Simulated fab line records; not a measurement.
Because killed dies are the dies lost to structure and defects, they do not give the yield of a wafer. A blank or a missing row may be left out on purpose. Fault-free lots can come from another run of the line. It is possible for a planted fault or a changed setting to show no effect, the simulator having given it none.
Problem report, 8D (eight disciplines) form, completed by code -- flow n5_finfet -- the parts of the form that need people (team, actions taken, sign-off) are left out

1. PROBLEM STATEMENT
rf_fwd_power_W at N5_PASSIVATION_PASS_ETCH_47 reads a mean of 405.1 W on 6 wafers of 2 lots; wafers without a fault read 534.1 W with a standard deviation of 1.8. Measured from the usual mean, that is -72 standard deviations.
The step: etches SiNx in CF4/O2, target depth 770 nm, time 385 s.
Seen first at day 17 22:01 on rie_diel-01, wafer L409.1. The record has a number at this step for 26 wafers belonging to 9 lots. Rule for "out" (also "out of limits"): further than 4 standard deviations from the usual mean. All remaining wafers that have a number are taken as sound.

2. WHAT THIS IS AND IS NOT
question,is,is not
which readings at this step,"rf_fwd_power_W, rf_vpp_V","drypump_motor_current_A, oes_product_au, showerhead_plenum_p_Torr, throttle_valve_pct"
which lots,"L409, L415","L401, L402, L403, L407, L408, L417, L419"
which wafers of those lots,all that have a number,-
read on which tools,rie_diel-01,"rie_diel-03, rie_diel-04"
when,from day 17 22:01,"up to then (14 sound wafers); but 6 sound wafers of L417, L419 came after"

3. SUSPECTS, AND WHAT RULES EACH OUT
Counting: a tool at any process step up to the reading remains a suspect when it ran all the lots that are out and ran no sound lot after the first of those.
- rie_diel-01 at N5_PASSIVATION_PASS_ETCH_47 (etches SiNx in CF4/O2, target depth 770 nm, time 385 s): kept. It processed each lot that is out, first L409 at day 17 22:01, and no sound lot thereafter; up to then, the last sound lot it processed was L407 at day 17 03:35. Out on those wafers are its own readings of rf_fwd_power_W, rf_vpp_V.
Remaining after the count: rie_diel-01 at N5_PASSIVATION_PASS_ETCH_47.

4. THE CAUSE (what the simulator had put in)
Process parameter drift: rie_diel-01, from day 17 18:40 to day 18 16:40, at N5_PASSIVATION_PASS_ETCH_47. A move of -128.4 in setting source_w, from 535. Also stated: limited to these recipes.
This tool alone remained once counting was done.

5. THE CHAIN OF EFFECTS, in route order
Rows list readings where the struck wafers' mean (over those with a number) sits beyond 3 standard deviations from the usual. Scope: only readings with a usual standard deviation given in the record; hours: median across lots of the time from each lot's start at the first step in this table that gives one to its start at this step; sigmas: change in usual standard deviations.
hours,step,reading,usual,on struck wafers,change,sigmas
0,N5_PASSIVATION_PASS_ETCH_47,oes_f_703_au,0.79 a.u.,0.57,-0.22,-3.8
0,N5_PASSIVATION_PASS_ETCH_47,rf_fwd_power_W,534.1 W,405.1,-129.0,-72
0,N5_PASSIVATION_PASS_ETCH_47,rf_vpp_V,240 V,278,+38,+9.9
0,N5_PASSIVATION_ETCH_54,oes_product_au,0.79 a.u.,0.63,-0.16,-3.5
3,N5_PASSIVATION_PROBE_49,defect_limited_yield,91.0 %,2.5,-88.5,-59
3,N5_PASSIVATION_PROBE_49,killed_at_other,3,1035,+1032,+99 or more
3,N5_PASSIVATION_PROBE_49,killed_dies,106,1151,+1045,+58
3,N5_PASSIVATION_PROBE_49,killed_on_rim,14,150,+136,+32
3,N5_PASSIVATION_PROBE_49,sort_bin_5_function,5.2 %,93.3,+88.1,+93
3,N5_PASSIVATION_PROBE_49,sort_n_pass,1074,29,-1045,-58
3,N5_PASSIVATION_PROBE_49,sort_yield_pct,91.0 %,2.5,-88.5,-59
Process steps it contains:
- N5_PASSIVATION_PASS_ETCH_47: etches SiNx in CF4/O2, target depth 770 nm, time 385 s.
- N5_PASSIVATION_ETCH_54: etches SiO2 in CHF3/O2, target depth 880 nm, time 440 s.
- N5_PASSIVATION_PROBE_49

6. WHAT WOULD HAVE CAUGHT IT SOONER
The fault began at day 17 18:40; the first out-of-limits reading in this record came at day 17 22:01, 3 hours later.
